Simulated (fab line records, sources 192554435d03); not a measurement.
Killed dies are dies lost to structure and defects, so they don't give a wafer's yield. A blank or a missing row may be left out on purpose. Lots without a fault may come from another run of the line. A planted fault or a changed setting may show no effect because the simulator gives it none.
A struck lot beside a sound one | flow n5_finfet | 19 steps out of a route of 1938
Sound: wafers L110.1, L110.2, L110.5. Struck: wafer L117.3. (L117.4, L117.5 of the same lot were not struck and are left out.) The cause comes at the end.
At each step with rows: each side's tool, then ch and its chambers, then its first start. Under that, the readings that differ: sound wafers | struck wafers | difference of the means | sigmas: that difference in standard deviations of wafers without a fault.
alike: readings whose means differ by less than 2 such deviations, and words and numbers that are the same on both sides. not compared: withheld readings, readings that some wafer has no value for, bounds like >300 that may hide the same value, and numbers for which the record gives no deviation and whose values overlap.
The two part at a step that has a row with sigmas, a row that says differs or no value, or rows on one side only. Numbers that don't overlap but have no deviation are shown without sigmas and don't part them. A reading that every wafer of one side lacks parts them only if that side has two wafers or more.

first, 2 steps without rows for these wafers: N5_BEOL_M12_ETCH_68 (etches SOC in N2/H2, time 285 s); N5_BEOL_M12_STRIP_69 (strips in N2/H2).
N5_BEOL_M12_TRENCH_ETCH_34: etches SiOC in C4F8/O2/Ar, target depth 318.95 nm, time 125.5 s.
  sound on rie_diel-01 ch 0,1, day 11 00:36; struck on rie_diel-04 ch 3, day 12 07:52
  reading                     | sound       | struck | difference | sigmas
  drypump_motor_current_A (A) | 6.6 5.8 6.5 | 5.1    | -1.2       | -3
  alike: oes_product_au, rf_vpp_V, showerhead_plenum_p_Torr, throttle_valve_pct
  not compared: rf_hours_counter_h
then, 1 step without rows for these wafers: N5_BEOL_M12_STRIP_70 (strips in C4F8/O2/Ar).
N5_BEOL_M12_OCD_MEAS_35:
  sound on ocd-01, day 11 00:46; struck on ocd-01, day 12 08:02
  alike: trench_depth_nm
N5_BEOL_M12_STRIP_37: strips in N2/H2.
  sound on plasma_asher-01 ch 0,1, day 11 00:47; struck on plasma_asher-01 ch 1, day 12 08:05
  alike: drypump_motor_current_A, heater_power_w, oes_product_au
  not compared: rf_hours_counter_h
then, 5 steps without rows for these wafers: N5_BEOL_M12_ETCH_38 (etches SiCN in CF4/N2, target depth 68.7 nm, time 73.4 s); N5_BEOL_M12_PRECLEAN_39 (cleans in residue remover, time 60 s); N5_BEOL_M12_SRD_40 (time 30 s, dry time 30 s); N5_BEOL_M12_DEGAS_41 (time 60 s); N5_BEOL_M12_PRE_CLEAN_42 (time 30 s).
N5_BEOL_M12_SPUTTER_43: material TaN, target thk 15 nm, time 24.19 s.
  sound on pvd_sputter-01, day 11 01:31; struck on pvd_sputter-01, day 12 10:40
  alike: throttle_valve_pct
N5_BEOL_M12_SPUTTER_44: material Ta, target thk 10 nm, time 16.13 s.
  sound on pvd_sputter-01, day 11 01:35; struck on pvd_sputter-01, day 12 10:44
  reading                                     | sound     | struck | difference | sigmas
  model.Ta_of_BEOL_M12_SPUTTER_44.thk_nm (nm) | 10 10 9.8 | 17.4   | +7.5       |
  alike: throttle_valve_pct
N5_BEOL_M12_SPUTTER_45: material Cu, target thk 80 nm, time 13.33 s.
  sound on pvd_sputter-01, day 11 01:40; struck on pvd_sputter-01, day 12 10:49
  alike: chuck_sensor_temp_C, throttle_valve_pct
then, 1 step without rows for these wafers: N5_BEOL_M12_ECD_47 (material Cu, target thk 720 nm).
N5_BEOL_M12_ANNEAL_48: time 90 s.
  sound on rtp_anneal-02 ch 0, day 11 02:07; struck on rtp_anneal-02 ch 0, day 12 11:31
  alike: anneal_temp_c, anneal_temp_c_max, wafer_temp_C_max
N5_BEOL_M12_CMP_49: polishes, stops on SiOC, t overpolish 20.6 s, target thk 320 nm.
  sound on cmp-02 ch 0,3, day 11 02:27; struck on cmp-03 ch 3, day 12 11:43
  reading                      | sound          | struck | difference | sigmas
  barrier_field_endpoint_s (s) | 29.1 29.9 30.3 | 37.7   | +7.9       | +8
  alike: clearing_platen_down_force_psi, motor_current_A, slurry_filter_dp_kPa, slurry_flow_ml_min
N5_BEOL_M12_THK_MEAS_50: measures by xrf.
  sound on film_metro-02, day 11 02:42; struck on film_metro-02, day 12 12:18
  alike: M12_THK
N5_PASSIVATION_PROBE_49:
  the record has rows for the struck wafers here (prober-01, day 13 19:47) and none for the sound ones

WHERE THEY PART
First at N5_BEOL_M12_TRENCH_ETCH_34; last, within this record, at N5_PASSIVATION_PROBE_49.

WHY: what the simulator had put in
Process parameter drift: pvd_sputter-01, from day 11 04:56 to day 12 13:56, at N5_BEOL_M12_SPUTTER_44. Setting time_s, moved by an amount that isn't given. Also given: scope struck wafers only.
